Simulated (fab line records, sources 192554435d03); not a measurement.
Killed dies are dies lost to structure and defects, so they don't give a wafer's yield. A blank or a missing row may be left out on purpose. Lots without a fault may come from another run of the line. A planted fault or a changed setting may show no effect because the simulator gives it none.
Problem report in the 8D (eight disciplines) form, filled by code | flow n5_finfet | the parts of the form that need people (team, actions taken, sign-off) are left out

1. THE PROBLEM
run_length_s at N5_BEOL_M2_CO_CAP_55 reads a mean of 85.6 s on 3 wafers of 2 lots; wafers without a fault read 125.0 s with a standard deviation of 0.43. That is -92 standard deviations from the usual mean.
The step: material Co, precursor CCTBA/H2, target thk 2 nm, time 102.1 s.
First seen on wafer L392.5, day 9 09:11, on cvd_co-02. The record holds 16 wafers of 6 lots with a number at this step. Rule for "out", or "out of limits": more than 4 standard deviations from the usual mean. The other wafers with a number count as sound.

2. WHAT IT IS AND WHAT IT IS NOT
question                    | is                     | is not
which readings at this step | run_length_s           | heater_power_w
which lots                  | L392, L393             | L383, L384, L400, L405
which wafers of those lots  | L392.5, L393.5, L393.6 | L392.2
read on which tools         | cvd_co-02              | cvd_co-01
when                        | from day 9 09:11       | up to then (7 sound wafers); but 6 sound wafers of L400, L405 came after

3. SUSPECTS, AND WHAT RULES EACH OUT
Counting: a tool at a process step up to the reading stays a suspect if it ran every lot that is out. Sound lots after the first of them don't rule it out here, since some wafers of a struck lot are sound.
- pvd_sputter-03 at N5_BEOL_M2_ANNEAL_93 (time 240 s): kept. It ran every lot that is out, first L392 (day 9 07:42).
- pvd_sputter-03 at N5_BEOL_M2_SPUTTER_94 (material Cu, target thk 4.5 nm, time 8.29 s): kept. It ran every lot that is out, first L392 (day 9 07:50).
- pvd_sputter-03 at N5_BEOL_M2_ANNEAL_95 (time 240 s): kept. It ran every lot that is out, first L392 (day 9 07:55).
- cvd_co-02 at N5_BEOL_M2_PRE_CLEAN_60 (time 15 s): kept. It ran every lot that is out, first L392 (day 9 09:09); its last sound lot up to then is L384 (day 7 04:02).
- cvd_co-02 at N5_BEOL_M2_CO_CAP_55 (material Co, precursor CCTBA/H2, target thk 2 nm, time 102.1 s): kept. It ran every lot that is out, first L392 (day 9 09:11); its last sound lot up to then is L384 (day 7 04:05). Its own readings are out on those wafers: run_length_s.
Left after counting: pvd_sputter-03 at N5_BEOL_M2_ANNEAL_93, pvd_sputter-03 at N5_BEOL_M2_SPUTTER_94, pvd_sputter-03 at N5_BEOL_M2_ANNEAL_95, cvd_co-02 at N5_BEOL_M2_PRE_CLEAN_60, cvd_co-02 at N5_BEOL_M2_CO_CAP_55.

4. THE CAUSE (what the simulator had put in)
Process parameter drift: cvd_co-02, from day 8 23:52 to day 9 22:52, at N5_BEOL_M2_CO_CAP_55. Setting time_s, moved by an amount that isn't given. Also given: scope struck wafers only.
Counting left 5 suspects, and this tool is among them.

5. THE CHAIN OF EFFECTS, in route order
Each row: a reading whose mean over the struck wafers that have a number lies more than 3 standard deviations from the usual. Only readings for which the record gives a usual standard deviation are gone through. hours: the time from each lot's start at the first step in this table that gives one to its start at this step, as a median over the lots. sigmas: the change in usual standard deviations.
hours | step                 | reading      | usual   | on struck wafers | change | sigmas
0     | N5_BEOL_M2_CO_CAP_55 | run_length_s | 125.0 s | 85.6             | -39.4  | -92
The process steps in it:
- N5_BEOL_M2_CO_CAP_55: material Co, precursor CCTBA/H2, target thk 2 nm, time 102.1 s.
Later measuring or inspecting steps at which every struck wafer that the step has a row for has a number for every such reading, and none has moved that far: N5_BEOL_M4_RC_MEAS_101.

6. WHAT WOULD HAVE CAUGHT IT SOONER
In this record the first reading out of limits was taken at day 9 09:11, 9 hours after the fault began at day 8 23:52.
